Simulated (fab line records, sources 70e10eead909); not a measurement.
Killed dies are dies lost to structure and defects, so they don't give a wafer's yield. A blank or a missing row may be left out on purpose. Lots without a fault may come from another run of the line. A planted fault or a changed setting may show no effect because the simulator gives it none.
Which tool did it? | flow nand_harc | 6 lots, 18 wafers sampled, at 2 steps of a route of 1302

WHAT THE GAUGES READ, wafer by wafer
NHARC_A_ONON_D1_THK_MEAS_24: measures by ellipsometry.
lot  | measured     | on            | thk_nm (nm)
L369 | day 8 23:46  | film_metro-02 | 1002 1001 1002
L372 | day 10 05:01 | film_metro-01 | 1001 1001 1001
L374 | day 10 13:25 | film_metro-01 | 992 994 996
L380 | day 13 03:02 | film_metro-01 | 1009 1009 1007
L385 | day 15 12:12 | film_metro-02 | 1004 1005 1003
L389 | day 16 22:01 | film_metro-01 | 979 979 982

WHICH TOOL RAN EACH LOT (tool, then ch and the chambers of the sampled wafers, then the start)
lot  | NHARC_A_ONON_D1_DEP_22
L369 | pecvd_onon-04 ch 0, day 8 23:15
L372 | pecvd_onon-02 ch 0, day 10 04:31
L374 | pecvd_onon-01 ch 0, day 10 12:58
L380 | pecvd_onon-04 ch 0, day 13 02:32
L385 | pecvd_onon-02 ch 0, day 15 11:40
L389 | pecvd_onon-02 ch 0, day 16 21:31
- NHARC_A_ONON_D1_DEP_22: target thk 1000 nm.

THE ANSWER, worked out from the rows above alone
Rule: what is usual is taken from the lots themselves. Put in order of their means at a reading, lots are off if they are a third of the lots or fewer, leave a main group of 4 or more, and stand apart from it by a gap of 3 or more times the standard deviation of the main group's means; of several such gaps the widest counts. A main group whose means are all the same, to the digits that the tables above print for the reading, isn't used. A lot without any number at a reading at which 4 lots or more have one is off too. The other lots that the step has rows for count as sound.
No lot is off at any reading shown: from this, nothing can be told.

WHAT THE SIMULATOR HAD PUT IN
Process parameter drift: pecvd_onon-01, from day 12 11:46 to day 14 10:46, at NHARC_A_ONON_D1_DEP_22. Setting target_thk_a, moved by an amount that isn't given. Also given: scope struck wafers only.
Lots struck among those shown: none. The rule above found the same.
